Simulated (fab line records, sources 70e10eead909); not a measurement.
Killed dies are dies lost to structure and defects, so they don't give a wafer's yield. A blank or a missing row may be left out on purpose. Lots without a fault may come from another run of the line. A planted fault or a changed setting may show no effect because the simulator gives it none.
Chamber matching | flow nand_harc | NHARC_A_STAIRCASE_ETCH_271 on rie_diel-09: 4 sister chambers
The step etches the open film in CF4/CHF3. 4 wafers are shown with their chamber, then 7 later ones without.

WAFERS WITH THEIR CHAMBER
wafer  | chamber | drypump_motor_current_A (A)
L083.4 | 0       | 6.2
L083.5 | 2       | 6.3
L088.1 | 3       | 5.0
L088.4 | 1       | 5.5

WAFERS WITHOUT THEIR CHAMBER
wafer  | drypump_motor_current_A (A)
L088.5 | 5.0
L093.3 | 4.9
L093.4 | 6.2
L093.6 | 5.0
L095.2 | 5.5
L095.3 | 6.3
L095.6 | 5.5

WHICH CHAMBER EACH WENT THROUGH
wafer  | from the rows above | in truth
L088.5 | 3                   | 3
L093.3 | 3                   | 3
L093.4 | 0                   | 0
L093.6 | 3                   | 3
L095.2 | 1                   | 1
L095.3 | 2                   | 2
L095.6 | 1                   | 1
Placed correctly: 7 of 7. Can't be placed from these rows: 0. Placed wrongly: 0.
How it was worked out, from the rows above alone: a wafer's distance from a chamber is the root of the sum, over the readings, of the square of ((its reading less the chamber's mean) divided by the reading's scatter). The wafer belongs to the nearest chamber; if the next one is less than 2 further off, it can't be placed. A chamber's mean is the mean of its shown wafers. The scatter: with one shown wafer a chamber, the root of the mean of the squares of how far each hidden wafer lies from its nearest shown one.
